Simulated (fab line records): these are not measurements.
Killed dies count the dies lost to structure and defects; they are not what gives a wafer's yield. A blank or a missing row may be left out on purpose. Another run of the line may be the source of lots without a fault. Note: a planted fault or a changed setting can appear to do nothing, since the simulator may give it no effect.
Matching of chambers / flow nandHarc / NHARC_A_WL_FILL_CMP_12 on cmp-02: 4 sister chambers
The step polishes, t overpolish 30 s, target thk 100 nm. 8 wafers are shown with their chamber, then 11 later ones without.

WAFERS PAIRED WITH THEIR CHAMBERS
wafer=L085.6; chamber=1; motorCurrentA (A)=12.3; timeToEndpointS (s)=17.9
wafer=L089.1; chamber=0; motorCurrentA (A)=13.4; timeToEndpointS (s)=20.3
wafer=L089.3; chamber=3; motorCurrentA (A)=10.3; timeToEndpointS (s)=25.3
wafer=L089.4; chamber=2; motorCurrentA (A)=12.7; timeToEndpointS (s)=19.0
wafer=L088.4; chamber=0; motorCurrentA (A)=13.7; timeToEndpointS (s)=21.4
wafer=L088.5; chamber=2; motorCurrentA (A)=12.5; timeToEndpointS (s)=19.1
wafer=L088.6; chamber=1; motorCurrentA (A)=12.5; timeToEndpointS (s)=16.6
wafer=L091.2; chamber=3; motorCurrentA (A)=10.4; timeToEndpointS (s)=19.6

WAFERS WITH NO CHAMBER GIVEN
wafer=L091.3; motorCurrentA (A)=12.9; timeToEndpointS (s)=18.7
wafer=L091.6; motorCurrentA (A)=12.2; timeToEndpointS (s)=19.3
wafer=L095.1; motorCurrentA (A)=12.2; timeToEndpointS (s)=17.7
wafer=L095.4; motorCurrentA (A)=10.6; timeToEndpointS (s)=20.9
wafer=L095.5; motorCurrentA (A)=12.5; timeToEndpointS (s)=16.1
wafer=L096.1; motorCurrentA (A)=11.8; timeToEndpointS (s)=19.6
wafer=L096.3; motorCurrentA (A)=10.3; timeToEndpointS (s)=22.0
wafer=L096.4; motorCurrentA (A)=13.5; timeToEndpointS (s)=21.6
wafer=L097.2; motorCurrentA (A)=13.2; timeToEndpointS (s)=19.7
wafer=L097.4; motorCurrentA (A)=12.2; timeToEndpointS (s)=16.2
wafer=L097.5; motorCurrentA (A)=10.9; timeToEndpointS (s)=24.2

EACH ONE'S CHAMBER
wafer=L091.3; from the rows above=can't be placed: 2 or 1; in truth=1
wafer=L091.6; from the rows above=can't be placed: 1 or 2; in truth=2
wafer=L095.1; from the rows above=can't be placed: 1 or 2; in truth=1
wafer=L095.4; from the rows above=3; in truth=3
wafer=L095.5; from the rows above=can't be placed: 1 or 2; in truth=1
wafer=L096.1; from the rows above=can't be placed: 1 or 2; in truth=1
wafer=L096.3; from the rows above=3; in truth=3
wafer=L096.4; from the rows above=0; in truth=0
wafer=L097.2; from the rows above=can't be placed: 0 or 2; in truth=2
wafer=L097.4; from the rows above=can't be placed: 1 or 2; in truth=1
wafer=L097.5; from the rows above=3; in truth=3
Correctly placed: 4 of 11. Not placeable from these rows: 7 (in 7, the candidates include the true chamber). Number placed wrongly: 0.
How it was worked out, from the rows above alone: a wafer's distance from a chamber is the root of the sum, over the readings, of the square of ((its reading less the chamber's mean) divided by the reading's scatter). The wafer belongs to the nearest chamber; if the next one is less than 2 further off, it can't be placed. Each chamber's mean is taken over the wafers shown for it. The scatter is the square root of a quotient: the sum, over the shown wafers, of each reading's squared deviation from its chamber's mean, divided by wafers minus chambers.
